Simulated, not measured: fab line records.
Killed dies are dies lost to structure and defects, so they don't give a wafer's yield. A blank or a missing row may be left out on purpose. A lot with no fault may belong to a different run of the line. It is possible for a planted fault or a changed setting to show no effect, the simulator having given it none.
Chamber matching + flow nand-harc + 4 sister chambers for NHARC_A_CHANNEL_FILL_D1_ETCHBACK_20 on rie-diel-12
The step etches the open film in C4F8/O2/Ar, target depth 27 nm, time 13.5 s. 4 wafers are shown with their chamber, then 9 later ones without.

== EACH WAFER AND ITS CHAMBER ==
| wafer  | chamber | rf-vpp-V (V) |
|--------|---------|--------------|
| L083.3 | 2       | 972          |
| L085.1 | 1       | 988          |
| L085.2 | 0       | 979          |
| L085.4 | 3       | 982          |

== WAFERS WITH NO CHAMBER GIVEN ==
| wafer  | rf-vpp-V (V) |
|--------|--------------|
| L088.2 | 980          |
| L088.4 | 983          |
| L088.5 | 980          |
| L092.1 | 983          |
| L092.3 | 973          |
| L092.4 | 987          |
| L094.1 | 983          |
| L094.2 | 980          |
| L094.4 | 988          |

== WHICH CHAMBER EACH ONE RAN IN ==
| wafer  | from the rows above     | in truth |
|--------|-------------------------|----------|
| L088.2 | can't be placed: 0 or 3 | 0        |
| L088.4 | 3                       | 3        |
| L088.5 | can't be placed: 0 or 3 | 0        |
| L092.1 | 3                       | 3        |
| L092.3 | 2                       | 2        |
| L092.4 | 1                       | 1        |
| L094.1 | 3                       | 3        |
| L094.2 | can't be placed: 0 or 3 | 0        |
| L094.4 | 1                       | 1        |
Correct placement for 6 of the 9. Cannot be placed on the basis of these rows: 3; the candidates contain the true chamber in 3. 0 placed wrongly.
How it was worked out, from the rows above alone: a wafer's distance from a chamber is the root of the sum, over the readings, of the square of ((its reading less the chamber's mean) divided by the reading's scatter). The wafer belongs to the nearest chamber; if the next one is less than 2 further off, it can't be placed. A chamber's mean is the mean of its shown wafers. The scatter: root of mean squared gap, hidden wafer to nearest shown wafer, with one shown wafer a chamber.
